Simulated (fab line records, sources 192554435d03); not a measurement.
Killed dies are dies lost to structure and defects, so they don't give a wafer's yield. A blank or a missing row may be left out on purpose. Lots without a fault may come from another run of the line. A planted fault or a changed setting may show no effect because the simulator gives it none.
fab line records | flow n5_finfet
record lots=5 wafers=14 last_day=17
route steps=1938 shown BEOL_M2@922 BEOL_M3@931 PASSIVATION@1936
lots that met no fault: from a run of the same line without faults
start_h: hours from the record's first day to the start of the lot's first wafer shown | wait_h: hours since the lot's step before | " the same as in the row above | L1.1+2: a row that stands for several wafers | - no value, or no start given | * or withheld: withheld | < > ~ a bound
route shown NAME@n: a module of which the file shows steps, and the number in the route of the first | usual: mean/standard deviation of fault-free wafers | same: alike in all rows | chamber/n: place in a boat | sites: the reading at each site | _std_site: their standard deviation | _edge_site: outer sites' mean less inner sites' | radius_mm: how far each site lies from the wafer's centre | mask NAME#n: copy n | behind: the tool/chamber that last shaped the wafer | hold: why the lot was held/for how many hours/how that ended | device: the transistor (n, p or np) that didn't switch | end of line: the same wafers' tests at the end of the route | a step without rows: its recipe alone | killed: dies lost to structure and defects at the first sort, not the wafer's yield | map: a wafer's dies, x killed, . not, _ none there
set.NAME: the setting as run; set.NAME@STEP: as run at that earlier step | model.NAME: the simulator's own value behind a step, which no gauge read
lots at some steps of the route; a table a step, a row a wafer
services: from which hour (start_h, from the record's first day; less than 0 if before it) a tool's chamber was out of use, for how many hours, and why
## steps
# step N5_BEOL_M2_ANNEAL_51
# recipe temp_c=225 time_s=90 ambient=N2
# step N5_BEOL_M2_CMP_52
# recipe stop_on=SiOC t_overpolish_s=6.8 down_force_psi=1 platen_rpm=50 clearing_platen_down_force_psi=1.5 clearing_platen_rpm=50 post_cmp_clean=cu_alkaline target_thk_nm=40 clearing_platen_pad_velocity_m_s=0.99484 pad_velocity_m_s=0.99484
# usual barrier_field_endpoint_s=24.9/0.82 clearing_platen_rpm=50.001/0.028 motor_current_A=6.0/0.72 overpolish_run_s=6.799/0.0085 platen_rpm=50.00/0.038 time_to_endpoint_s=64/4.3
# columns lot.wafer tool chamber start_h wait_h barrier_field_endpoint_s clearing_platen_rpm motor_current_A overpolish_run_s platen_rpm time_to_endpoint_s
L980.2 cmp-03 3 171.02 0.3 24.4 49.983 6.7 6.795 50.02 62
L980.6 " 2 " " 24.0 49.970 6.6 6.805 49.96 54
L984.4 cmp-02 3 196.34 0.1 25.7 49.977 4.8 6.805 49.94 66
L984.1 " 0 " " 23.9 49.972 5.3 6.806 50.00 60
L984.5 " 0 " " 24.0 49.969 5.3 6.794 49.99 60
L990.2 cmp-02 2 235.77 0.2 25.9 49.982 6.1 6.789 49.98 72
L990.4 " 3 " " 25.6 49.975 4.9 6.793 50.05 69
L990.6 " 2 " " 25.9 49.946 6.1 6.796 50.01 68
L991.1 cmp-02 0 246.02 0.3 24.8 49.955 5.3 6.800 49.99 64
L991.3 " 1 " " 25.2 50.027 6.6 6.815 49.98 65
L991.4 " 3 " " 25.8 49.988 4.8 6.814 49.97 69
L997.3 cmp-02 3 282.44 0.2 24.4 50.038 4.6 6.802 50.05 66
L997.1 " 1 " " 24.8 50.026 6.8 6.794 49.98 68
L997.5 " 3 " " 25.0 49.963 4.8 6.792 49.97 66
# step N5_BEOL_M2_THK_MEAS_53
# recipe thk_meas_gauge=xrf reads=Cu_of_BEOL_M2_ECD_50
# usual M2_THK=40.8/2
# columns lot.wafer tool chamber start_h wait_h M2_THK[nm]
L980.2 film_metro-02 - 171.24 - 42.3
L980.6 " - " " 38.5
L984.1 film_metro-02 - 196.64 - 40.6
L984.4 " - " " 43.6
L984.5 " - " " 40.9
L990.2 film_metro-01 - 236.03 - 41.1
L990.4 " - " " 43.4
L990.6 " - " " 43.8
L991.1 film_metro-01 - 246.32 - 36.7
L991.3 " - " " 41.1
L991.4 " - " " 40.5
L997.1 film_metro-02 - 282.70 - 38.2
L997.3 " - " " 41.5
L997.5 " - " " 41.6
# step N5_BEOL_M2_PRE_CLEAN_60
# recipe gas=NH3/H2 time_s=15 temp_c=* rf_power_w=300
# step N5_BEOL_M2_CO_CAP_55
# recipe material=Co target_thk_a=20 temp_c=200 precursor=CCTBA/H2 pressure_torr=30 time_s=102.1
# usual heater_power_w=240/18
# columns lot.wafer tool chamber start_h wait_h heater_power_w
L980.2 cvd_co-02 0 171.34 0.0 267
L980.6 " 0 " " 267
L984.1 cvd_co-01 1 196.71 0.0 246
L984.4 " 2 " " 246
L984.5 " 1 " " 246
L990.2 cvd_co-02 1 236.11 0.0 227
L990.4 " 1 " " 231
L990.6 " 2 " " 225
L991.1 cvd_co-01 1 246.39 0.0 237
L991.3 " 0 " " 214
L991.4 " 0 " " 213
L997.1 cvd_co-01 1 282.77 0.0 244
L997.3 " 2 " " 254
L997.5 " 1 " " 238
# step N5_BEOL_M2_PRE_CLEAN_56
# recipe gas=NH3 time_s=15 temp_c=withheld rf_power_w=300
# step N5_BEOL_M2_DEP_57
# recipe material=SiCN target_thk_a=80 temp_c=withheld precursor=3MS/NH3 pressure_torr=3 rf_w=202 time_s=14
# usual showerhead_plenum_p_Torr=3.662/0.011 throttle_valve_pct=9.27/0.3
# columns lot.wafer tool chamber start_h wait_h showerhead_plenum_p_Torr throttle_valve_pct
L980.2 pecvd-02 2 171.49 0.0 3.652 9.44
L980.6 " 1 " " 3.648 9.15
L984.1 pecvd-01 2 196.83 0.0 3.662 9.01
L984.4 " 0 " " 3.659 9.52
L984.5 " 1 " " 3.669 9.61
L990.2 pecvd-04 0 236.22 0.0 3.654 9.65
L990.4 " 1 " " 3.669 9.14
L990.6 " 2 " " 3.654 9.27
L991.1 pecvd-01 1 246.51 0.0 3.675 9.30
L991.3 " 2 " " 3.674 8.83
L991.4 " 2 " " 3.667 9.14
L997.1 pecvd-04 0 282.89 0.0 3.650 9.20
L997.3 " 1 " " 3.670 9.00
L997.5 " 1 " " 3.674 9.13
# step N5_BEOL_M2_RS_MEAS_58
# recipe thk_meas_gauge=four-point-probe reads=Co_of_BEOL_M2_CO_CAP_55+Cu_of_BEOL_M2_ECD_50+Co_of_BEOL_M2_CVD_47+TaN_of_BEOL_M2_ALD_84
# usual M2_RS=0.67/0.045
# columns lot.wafer tool chamber start_h wait_h M2_RS[ohm/sq]
L980.2 film_metro-01 - 171.56 0.1 0.64
L980.6 " - " " 0.72
L984.1 film_metro-02 - 196.90 0.0 0.67
L984.4 " - " " 0.61
L984.5 " - " " 0.67
L990.2 film_metro-01 - 236.29 0.1 0.65
L990.4 " - " " 0.61
L990.6 " - " " 0.60
L991.1 film_metro-02 - 246.58 0.0 0.76
L991.3 " - " " 0.66
L991.4 " - " " 0.67
L997.1 film_metro-01 - 282.96 0.0 0.72
L997.3 " - " " 0.66
L997.5 " - " " 0.65
# step N5_BEOL_M2_INSPECT_59
# recipe inspect_instrument=darkfield mode=post_dep
# usual raw_defect_count=72/22
# columns lot.wafer tool chamber start_h wait_h raw_defect_count
L980.2 defect_inspect-02 - 171.58 0.0 56
L980.6 " - " " 71
L984.1 defect_inspect-02 - 196.92 0.0 50
L984.4 " - " " 90
L984.5 " - " " 65
L990.2 defect_inspect-02 - 236.32 0.0 74
L990.4 " - " " 124
L990.6 " - " " 60
L991.1 defect_inspect-02 - 246.60 0.0 52
L991.3 " - " " 62
L991.4 " - " " 35
L997.1 defect_inspect-01 - 282.98 0.0 61
L997.3 " - " " 85
L997.5 " - " " 48
# step N5_BEOL_M3_ILD_DEP_00
# recipe material=SiOC target_thk_a=790 temp_c=350 precursor=DEMS/O2 pressure_torr=5 rf_w=500 time_s=15.3
# usual heater_power_w=460/73 showerhead_plenum_p_Torr=5.693/0.014 throttle_valve_pct=12.3/0.47
# columns lot.wafer tool chamber start_h wait_h heater_power_w showerhead_plenum_p_Torr throttle_valve_pct
L980.2 pecvd-01 1 171.62 0.0 495 5.691 12.3
L980.6 " 2 " " 461 5.699 12.1
L984.1 pecvd-02 1 196.96 0.0 522 5.687 12.0
L984.4 " 0 " " 631 5.706 12.4
L984.5 " 2 " " 463 5.680 12.2
L990.2 pecvd-03 1 236.35 0.0 568 5.673 12.2
L990.4 " 2 " " 379 5.695 11.7
L990.6 " 2 " " 372 5.702 11.6
L991.1 pecvd-03 0 246.64 0.0 410 5.702 13.2
L991.3 " 1 " " 482 5.667 12.2
L991.4 " 0 " " 407 5.709 12.8
L997.1 pecvd-01 1 283.02 0.0 466 5.688 12.6
L997.3 " 1 " " 489 5.687 12.5
L997.5 " 2 " " 411 5.687 11.7
# step N5_BEOL_M3_THK_MEAS_01
# recipe reads=SiOC_of_BEOL_M3_ILD_DEP_00
# usual M3_ILD_THK=78.7/1.2
# columns lot.wafer tool chamber start_h wait_h M3_ILD_THK[nm]
L980.2 film_metro-02 - 171.69 0.1 78.1
L980.6 " - " " 79.5
L984.1 film_metro-02 - 197.03 0.0 78.9
L984.4 " - " " 80.8
L984.5 " - " " 81.6
L990.2 film_metro-01 - 236.44 0.1 78.7
L990.4 " - " " 80.3
L990.6 " - " " 79.9
L991.1 film_metro-02 - 246.71 0.0 76.9
L991.3 " - " " 78.4
L991.4 " - " " 77.6
L997.1 film_metro-01 - 283.10 0.1 77.0
L997.3 " - " " 78.5
L997.5 " - " " 79.8
# step N5_BEOL_M3_PECVD_72
# recipe material=SiO2 target_thk_a=160 temp_c=400 precursor=TEOS/O2 pressure_torr=5.5 rf_w=450 teos_flow_sccm=53.8 gas=O2 flow_sccm=3000 time_s=18
# step N5_BEOL_M3_HM_DEP_02
# recipe material=TiN target_thk_a=200 temp_c=25 chamber_pressure_pa=0.49996
# usual throttle_valve_pct=29.7/1.1
# columns lot.wafer tool chamber start_h wait_h throttle_valve_pct
L980.2 pvd_sputter-02 - 173.09 1.4 30.0
L980.6 " - " " 30.3
L984.1 pvd_sputter-03 - 197.12 0.0 28.8
L984.4 " - " " 30.5
L984.5 " - " " 29.8
L990.2 pvd_sputter-01 - 237.52 1.0 29.5
L990.4 " - " " 29.2
L990.6 " - " " 29.6
L991.1 pvd_sputter-01 - 247.45 0.7 28.5
L991.3 " - " " 29.5
L991.4 " - " " 29.2
L997.1 pvd_sputter-02 - 285.06 1.9 28.3
L997.3 " - " " 30.2
L997.5 " - " " 30.0
# step N5_BEOL_M3_COAT_61
# recipe resist=SOC temp_c=250 time_s=60 spin_rpm=1500 resist_thk_nm=60
# step N5_BEOL_M3_COAT_62
# recipe resist=SiARC temp_c=220 time_s=60 spin_rpm=1500 resist_thk_nm=12
# step N5_BEOL_M3_COAT_73
# recipe resist=underlayer temp_c=205 time_s=60 spin_rpm=1500 resist_thk_nm=5
# step N5_BEOL_M3_COAT_05
# recipe resist=CAR-EUV spin_rpm=1500 resist_thk_nm=30
# step N5_BEOL_M3_EBR_07
# recipe solvent=PGMEA ebr_width_mm=1.5
# step N5_BEOL_M3_SOFTBAKE_06
# recipe temp_c=110 time_s=60 resist=CAR-EUV
# step N5_BEOL_M3_EXPOSE_08
# recipe mask_id=M3 na=0.33 source_shape=dipole sigma_inner=0.369 sigma_outer=0.767 polarization=unpolarized dose_mj=33
# step N5_BEOL_M3_PEB_09
# recipe peb_temp_c=100 peb_time_s=60 resist=CAR-EUV
# step N5_BEOL_M3_DEVELOP_10
# recipe develop_time_s=30 developer=TMAH resist=CAR-EUV rinse_liquid=surfactant_rinse dry=air_spin dev_temp_c=23
# step N5_BEOL_M3_CD_MEAS_11
# recipe target_cd_nm=17.05 landing_energy_ev=500 detector=se_inlens polarity=opening
# usual cd_nm=17.04/0.27
# columns lot.wafer tool chamber start_h wait_h cd_nm
L980.2 cd_sem-01 0 173.61 - 17.35
L980.6 " 0 " " 17.06
L984.1 cd_sem-01 0 197.51 - 17.46
L984.4 " 0 " " 16.97
L984.5 " 0 " " 17.07
L990.2 cd_sem-01 0 237.91 - 17.17
L990.4 " 0 " " 17.10
L990.6 " 0 " " 17.29
L991.1 cd_sem-03 0 247.84 - 17.12
L991.3 " 0 " " 17.03
L991.4 " 0 " " 16.86
L997.1 cd_sem-01 0 285.58 - 17.14
L997.3 " 0 " " 16.76
L997.5 " 0 " " 17.36
# step N5_BEOL_M3_OVL_MEAS_12
# recipe points_per_wafer=522
# usual M3_OVL=-0.2/0.67
# columns lot.wafer tool chamber start_h wait_h M3_OVL[nm]
L980.2 overlay-02 0 173.64 0.0 -0.5
L980.6 " 0 " " -0.3
L984.1 overlay-01 0 197.54 0.0 0.2
L984.4 " 0 " " -0.2
L984.5 " 0 " " 0.1
L990.2 overlay-02 0 237.95 0.0 -0.7
L990.4 " 0 " " -0.5
L990.6 " 0 " " -0.6
L991.1 overlay-01 0 247.87 0.0 -0.7
L991.3 " 0 " " -0.3
L991.4 " 0 " " 0.7
L997.1 overlay-01 0 285.61 0.0 0.5
L997.3 " 0 " " 0.6
L997.5 " 0 " " 0.9
# step N5_BEOL_M3_INSPECT_13
# recipe mode=adi inspect_instrument=brightfield
# usual raw_defect_count=396/91
# columns lot.wafer tool chamber start_h wait_h raw_defect_count
L980.2 defect_inspect-02 - 173.70 0.0 311
L980.6 " - " " 292
L984.1 defect_inspect-02 - 197.60 0.1 392
L984.4 " - " " 246
L984.5 " - " " 389
L990.2 defect_inspect-02 - 238.00 0.0 454
L990.4 " - " " 449
L990.6 " - " " 309
L991.1 defect_inspect-01 - 247.93 0.1 589
L991.3 " - " " 610
L991.4 " - " " 614
L997.1 defect_inspect-01 - 285.67 0.1 250
L997.3 " - " " 330
L997.5 " - " " 330
# step N5_BEOL_M3_DESCUM_16
# recipe chemistry=O2 time_s=7 source_power_w=50 bias_power_w=20 pressure_mtorr=20 rf_frequency_hz=2.712e+07 temp_c=40 resist=CAR-EUV o2_flow_sccm=225
# step N5_BEOL_M3_ETCH_74
# recipe chemistry=N2/H2 target=underlayer target_depth_a=65 mask_material=CAR-EUV time_s=5.2 ion_energy_ev=200 pressure_mtorr=30 source_w=840 bias_w=150 n2_flow_sccm=200 h2_flow_sccm=200 ends=cleared
# usual drypump_motor_current_A=5.5/0.58 etch_rf_on_time_s=5.27/0.18 h2_flow_sccm=200.0/0.57 oes_product_au=0.66/0.064 rf_vpp_V=523/3.4 showerhead_plenum_p_Torr=2.52/0.1 throttle_valve_pct=17.9/0.31
# columns lot.wafer tool chamber start_h wait_h drypump_motor_current_A etch_rf_on_time_s h2_flow_sccm oes_product_au rf_hours_counter_h rf_vpp_V showerhead_plenum_p_Torr throttle_valve_pct
L980.2 rie_diel-02 2 173.76 0.0 5.7 5.27 200.3 0.71 73 522 2.45 17.8
L980.6 " 1 " " 5.5 5.28 199.6 0.59 - 520 2.49 18.2
L984.1 rie_diel-06 0 197.67 0.0 6.2 5.17 200.2 0.61 225 518 2.42 18.4
L984.4 " 3 " " 4.7 5.07 200.2 0.72 97 524 2.55 17.8
L984.5 " 0 " " 6.2 5.24 200.4 0.61 - 519 2.42 18.4
L990.2 rie_diel-06 2 238.07 0.0 4.7 5.56 199.7 0.57 245 523 2.50 18.2
L990.4 " 1 " " 5.4 5.04 200.1 0.67 114 528 2.64 17.5
L990.6 " 2 " " 4.7 5.57 200.1 0.57 - 522 2.50 18.2
L991.1 rie_diel-06 0 248.07 0.0 6.2 5.21 199.5 0.61 239 519 2.42 18.4
L991.3 " 3 " " 4.8 5.12 200.1 0.70 113 525 2.55 17.8
L991.4 " 0 " " 6.2 5.26 200.1 0.60 - 519 2.42 18.4
L997.1 rie_diel-06 1 285.89 0.0 5.4 4.97 200.0 0.68 134 527 2.63 17.5
L997.3 " 3 " " 4.8 5.09 201.0 0.68 126 525 2.54 17.9
L997.5 " 0 " " 6.3 5.23 199.7 0.59 - 520 2.41 18.5
# step N5_BEOL_M3_ETCH_63
# recipe chemistry=CF4 target=SiARC target_depth_a=156 mask_material=CAR-EUV time_s=26 ion_energy_ev=80 pressure_mtorr=40 source_w=545 bias_w=36 Ar_flow_sccm=100 cf4_flow_sccm=100 ends=cleared
# step N5_BEOL_M3_ETCH_64
# recipe chemistry=N2/H2 target=SOC target_depth_a=750 overetch_a=150 mask_material=SiARC temp_c=40 time_s=112.5 ion_energy_ev=200 pressure_mtorr=30 source_w=840 bias_w=150 n2_flow_sccm=200 h2_flow_sccm=200
# step N5_BEOL_M3_STRIP_65
# recipe chemistry=N2/H2 temp_c=40 n2_flow_sccm=200 h2_flow_sccm=200 rf_frequency_hz=6e+07
# step N5_BEOL_M3_STRIP_75
# recipe chemistry=N2/H2 temp_c=40 n2_flow_sccm=200 h2_flow_sccm=200 rf_frequency_hz=6e+07
# step N5_BEOL_M3_STRIP_66
# recipe chemistry=CF4 resist=SiARC power_w=300 bias_power_w=75 pressure_mtorr=50 cf4_flow_sccm=150 rf_frequency_hz=6e+07
# step N5_BEOL_M3_HM_OPEN_17
# recipe chemistry=Cl2/BCl3 target_depth_a=200 overetch_a=60 target=TiN mask_material=SOC ion_energy_ev=150 pressure_mtorr=10 icp_w=1000 bias_w=126 Cl2_flow_sccm=53.25 bcl3_flow_sccm=21.75 Ar_flow_sccm=25
# step N5_BEOL_M3_STRIP_19
# recipe chemistry=O2 power_w=400 temp_c=40 pressure_mtorr=30 rf_frequency_hz=6e+07 bias_power_w=0 overash_fraction=0.2 o2_flow_sccm=225
# step N5_BEOL_M3_CD_MEAS_18
# recipe pitch_nm=36 target_cd_nm=18
# usual cd_nm=17.9/0.43
# columns lot.wafer tool chamber start_h wait_h cd_nm
L980.2 cd_sem-03 - 174.20 0.1 17.7
L980.6 " - " " 18.1
L984.1 cd_sem-01 - 198.07 0.1 17.8
L984.4 " - " " 18.0
L984.5 " - " " 18.4
L990.2 cd_sem-01 - 238.47 0.1 18.2
L990.4 " - " " 18.8
L990.6 " - " " 17.7
L991.1 cd_sem-03 - 248.46 0.0 18.1
L991.3 " - " " 18.2
L991.4 " - " " 17.5
L997.1 cd_sem-03 - 286.29 0.0 18.6
L997.3 " - " " 18.5
L997.5 " - " " 18.2
# step N5_BEOL_M3_COAT_67
# recipe resist=SOC temp_c=250 time_s=60 spin_rpm=1500 resist_thk_nm=60
# step N5_BEOL_M3_COAT_68
# recipe resist=SiARC temp_c=220 time_s=60 spin_rpm=1500 resist_thk_nm=12
# step N5_BEOL_M3_COAT_76
# recipe resist=underlayer temp_c=205 time_s=60 spin_rpm=1500 resist_thk_nm=5
# step N5_BEOL_M3_COAT_22
# recipe resist=CAR-EUV spin_rpm=1500 resist_thk_nm=30
# step N5_BEOL_M3_EBR_24
# recipe solvent=PGMEA ebr_width_mm=1.5
# step N5_BEOL_M3_SOFTBAKE_23
# recipe temp_c=110 time_s=60 resist=CAR-EUV
# step N5_BEOL_M3_EXPOSE_25
# recipe mask_id=V2 na=0.33 source_shape=quasar sigma_inner=0.2 sigma_outer=0.8 polarization=unpolarized defocus_nm=5 dose_mj=63
# step N5_PASSIVATION_PROBE_49
# usual defect_limited_yield=91.2/1.4 killed_at_M0_to_M3=32/9.3 killed_at_M4_up=14/4.9 killed_at_contacts=15/7.5 killed_at_front_end=40/11 killed_at_other=4/3.3 killed_dies=104/17 killed_on_rim=13/4.2 killed_open=68/14 killed_short=33/7.9 sort_bin_5_function=5.2/0.99 sort_bin_6_memory=3.2/0.65 sort_bin_8_speed=0.03/0.19 sort_n_pass=1076/17 sort_yield_pct=91.1/1.5
# same gross_dies=1180 killed_at_back_side=0 sort_bin_4_leakage[%]=0
# columns lot.wafer tool chamber start_h wait_h defect_limited_yield[%] killed_at_M0_to_M3 killed_at_M4_up killed_at_contacts killed_at_front_end killed_at_other killed_dies killed_on_rim killed_open killed_short sort_bin_5_function[%] sort_bin_6_memory[%] sort_bin_8_speed[%] sort_n_pass sort_yield_pct[%]
L980.2 prober-01 - 292.59 0.1 91.0 19 14 24 48 1 106 11 63 41 5.6 3.0 0 1074 91.0
L980.6 prober-01 - 292.79 0.3 89.9 36 8 25 50 0 119 13 91 26 5.9 3.8 0.08 1061 89.9
L990.2 prober-02 - 363.30 0.1 89.6 41 17 13 42 10 123 14 81 35 5.7 4.4 0 1057 89.6
L990.4 prober-02 - 363.40 0.2 91.8 28 15 13 40 1 97 13 65 30 5.0 2.8 0 1083 91.8
L990.6 prober-02 - 363.50 0.3 91.4 30 5 20 36 11 102 16 49 45 5.2 3.0 0 1078 91.4
L991.1 prober-01 - 365.86 0.0 84.2 123 19 13 25 7 187 11 59 24 9.2 4.9 0 993 84.2
L991.3 prober-01 - 365.96 0.1 84.2 128 8 19 28 4 187 18 57 27 10.3 4.0 0 993 84.2
L991.4 prober-01 - 366.01 0.2 81.1 125 13 8 47 30 223 41 63 24 11.9 4.7 0 957 81.1
L997.1 prober-02 - 414.52 0.0 92.0 30 25 4 34 1 94 6 64 28 5.3 2.1 0 1086 92.0
L997.3 prober-02 - 414.62 0.1 90.1 28 15 22 49 3 117 8 92 22 6.4 3.3 0 1063 90.1
L997.5 prober-02 - 414.72 0.2 90.2 34 13 18 49 2 116 7 80 31 5.9 3.6 0 1064 90.2
# killed by level:class
L980.2 MOL_CONTACT_COAG:geometric_particle:open=17 STI_FIN_REVEAL:geometric_particle:open=15 FIN_SAQP:geometric_particle:short=9 STI_FIN_REVEAL:geometric_particle:short=7 MOL_CONTACT_COAG:geometric_particle:short=7 BEOL_M0_SAQP:geometric_particle:short=6 FIN_SAQP:geometric_particle:open=5 BEOL_M0_SAQP:geometric_particle:open=5
L980.6 STI_FIN_REVEAL:geometric_particle:open=21 MOL_CONTACT_COAG:geometric_particle:open=18 BEOL_M3:geometric_particle:open=12 FIN_SAQP:geometric_particle:open=7 MOL_CONTACT_COAG:geometric_particle:short=7 BEOL_M2:geometric_particle:open=6 BEOL_M1:geometric_particle:open=6 STI_FIN_REVEAL:geometric_particle:short=4
L990.2 STI_FIN_REVEAL:geometric_particle:open=13 MOL_CONTACT_COAG:geometric_particle:open=11 BEOL_M3:geometric_particle:open=11 BEOL_M4:geometric_particle:open=11 BEOL_M0_SAQP:geometric_particle:short=8 BEOL_M0_SAQP:geometric_particle:open=8 FIN_SAQP:geometric_particle:open=5 FIN_SAQP:geometric_particle:short=5
L990.4 MOL_CONTACT_COAG:geometric_particle:open=11 FIN_SAQP:geometric_particle:open=10 BEOL_M0_SAQP:geometric_particle:short=10 BEOL_M4:geometric_particle:open=9 BEOL_M0_SAQP:geometric_particle:open=7 STARTING-WAFER:geometric_particle:open=7 GATE_CUT:geometric_particle:short=6 DUMMY_GATE:geometric_particle:open=5
L990.6 MOL_CONTACT_COAG:geometric_particle:open=13 FIN_SAQP:geometric_particle:short=9 MOL_CONTACT_COAG:geometric_particle:short=7 BEOL_M0_SAQP:geometric_particle:short=7 BEOL_M2:geometric_particle:open=7 PASSIVATION:area_etch=6 FIN_SAQP:geometric_particle:open=5 STI_FIN_REVEAL:geometric_particle:short=5
L991.1 BEOL_M3:unspecified=98 MOL_CONTACT_COAG:geometric_particle:open=9 BEOL_M4:geometric_particle:open=9 STI_FIN_REVEAL:geometric_particle:open=8 PASSIVATION:area_etch=6 BEOL_M2:geometric_particle:open=5 BEOL_M3:geometric_particle:open=5 MOL_CONTACT_COAG:geometric_particle:short=4
L991.3 BEOL_M3:unspecified=99 MOL_CONTACT_COAG:geometric_particle:open=17 BEOL_M0_SAQP:geometric_particle:short=9 BEOL_M0_SAQP:geometric_particle:open=7 STI_FIN_REVEAL:geometric_particle:open=6 BEOL_M3:geometric_particle:open=6 FIN_SAQP:geometric_particle:open=4 GATE_CUT:geometric_particle:open=4
L991.4 BEOL_M3:unspecified=96 PASSIVATION:area_etch=27 STI_FIN_REVEAL:geometric_particle:open=12 HKMG_FIN:area_etch=12 BEOL_M0_SAQP:geometric_particle:short=8 BEOL_M4:geometric_particle:open=8 MOL_CONTACT_COAG:geometric_particle:open=6 BEOL_M0_SAQP:geometric_particle:open=6
L997.1 BEOL_M4:geometric_particle:open=15 FIN_SAQP:geometric_particle:open=8 BEOL_M0_SAQP:geometric_particle:short=8 BEOL_M0_SAQP:geometric_particle:open=5 STI_FIN_REVEAL:geometric_particle:open=4 MOL_CONTACT_COAG:geometric_particle:open=4 BEOL_M1:geometric_particle:open=4 BEOL_M2:geometric_particle:open=4
L997.3 MOL_CONTACT_COAG:geometric_particle:open=19 STI_FIN_REVEAL:geometric_particle:open=17 BEOL_M2:geometric_particle:open=11 GATE_CUT:geometric_particle:open=7 FIN_SAQP:geometric_particle:short=6 FIN_SAQP:geometric_particle:open=6 BEOL_M5:geometric_particle:open=6 BEOL_M4:geometric_particle:open=5
L997.5 STI_FIN_REVEAL:geometric_particle:open=15 MOL_CONTACT_COAG:geometric_particle:open=13 BEOL_M2:geometric_particle:open=11 FIN_SAQP:geometric_particle:open=8 GATE_CUT:geometric_particle:short=6 MOL_CONTACT_COAG:geometric_particle:short=5 BEOL_M0_SAQP:geometric_particle:open=5 BEOL_M4:geometric_particle:open=5
# map L991.4 (x killed, . not)
_________________..........xx________________
______________.......x......xxxx_____________
___________..x...........x...x.xxxx__________
__________xx...x.........x.......xxx_________
________xx..x....x..................xx_______
_______x.................x...........xx______
______.x....x.......x.............x....._____
_____x....xx...x.....................x...____
____x........x.x.........x.x...x..x.......___
___........................................__
___.......x.............x.................x__
__x.......................x...x.........x.xx_
__.........................................x_
_........x..........x....................x.xx
_....x....x.............xx.x...x.............
_........................x.....x........x....
_.......x....................................
_.........x.x.x.x...........x..x.............
_..x.x..........x..x.......xx...x............
_.............x..........xx.xx..x.x...x......
_......x.....x.x......xx.xxxxxx.xxx..........
__........x..x........x.xxxxxxxxxx........x._
__........x....x....x.xxxxxxxxxxxxx....x...x_
___x....x...........x..xxxxxxxxxxxx........__
___...................xxxxxxxxxxx..xx......__
____..x................xxxxxxxxx.x.......x___
_____...........x.x.x..xxxxxxxxx....x....____
______........x.........xxxxxxx.x......._____
_______...................xx.xx.x......______
________.......x..xxx..........x..x..._______
__________.......x..........x......._________
___________.x..............x..x....__________
______________..x.........x...x._____________
_________________x......x..x.________________
# map L990.2 (x killed, . not)
_________________.........x..________________
______________........x.......x._____________
___________.........x..........x...__________
__________...x......................_________
________...............x.....x...x...._______
_______............x......x.........x..______
______........xx.............x.....x..x._____
_____......................x....x....x.x.____
____.....x.x..........x.x.x...x....x...x..___
___....x...................................__
___.......................x.......x........__
__..x...x..x..............x................._
__..............x........................x.._
_.....x..........................x...x.......
_.....x...................x......x...........
_......x................................x....
_...............x.x..............x..x........
_..x...xx.................x..x..........x....
_................x..x...xxx..xx.....x.......x
_...x..x............x....x.x.x...............
_........x....xx.......................xxx...
__.........x.....x.........x................_
__...x........x.......xx...xx...x..........._
___.x....x......................x..........__
___.x......x....x...................x......__
____.x...xx.............x....x.x..........___
_____...x.......................x........____
______....x......x....................x._____
_______...x...................x.x...x..______
________.....x..........x............._______
__________.x..x.....x.......x......._________
___________..x.......x......x.....x__________
______________.........x.x....x._____________
_________________.x..........________________
## services
# columns tool chamber start_h hours kind
pecvd-03 - 150.42 1.3 repair
rie_diel-06 0 163.38 9.6 repair
cmp-03 - 165.98 4.6 repair
cvd_co-02 2 167.15 5.6 repair
pecvd-01 - 177.10 1.7 repair
pecvd-04 0 193.65 15.3 repair
pecvd-03 2 194.62 2.1 scheduled_down
cmp-03 - 195.14 4.0 pm
pecvd-02 2 202.38 - clean
pecvd-02 2 202.38 - consumable_replace:showerhead
cvd_co-01 - 220.05 1.5 repair
cmp-02 - 225.38 0.5 repair
pecvd-03 0 235.17 7.8 repair
pecvd-02 - 236.17 23.9 repair
pecvd-04 1 244.42 4.1 repair
rie_diel-06 2 262.16 - clean
rie_diel-06 2 262.16 - consumable_replace:focus_ring
rie_diel-06 2 262.16 25.1 scheduled_down
rie_diel-06 2 262.16 25.1 vent_cycle
pecvd-01 - 264.89 5.5 pm
rie_diel-06 3 276.39 6.5 repair
rie_diel-02 3 277.39 11.6 repair
pecvd-01 0 278.05 5.5 scheduled_down
cvd_co-02 0 280.72 8.7 repair
## key
first_sign step=N5_BEOL_M3_INSPECT_13 reading=raw_defect_count direction=up sigmas=2.3 usual=396 struck=604
effect step=N5_PASSIVATION_PROBE_49 reading=killed_at_M0_to_M3 direction=up sigmas=10 usual=32 struck=125
more_kills_born_at N5_BEOL_M3_HM_DEP_02@pvd_sputter-01=293
met_at N5_BEOL_M3_HM_DEP_02
struck_wafers L991.1,L991.3,L991.4
baseline_loss step=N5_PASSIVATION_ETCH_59 wafers=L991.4
onset_between 237.52 247.45
also_fits N5_BEOL_M2_DEP_57:pecvd-01,N5_BEOL_M3_ILD_DEP_00:pecvd-03
fault kind=chamber_particle_source tool=pvd_sputter-01 chamber=- onset_h=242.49 steps=N5_BEOL_M3_HM_DEP_02 rate_per_visit_cm2=0.46227
# baseline_loss: these wafers lose ten dies or more at that step, a loss of the line's own and not of a fault; the sort's usual values leave them out
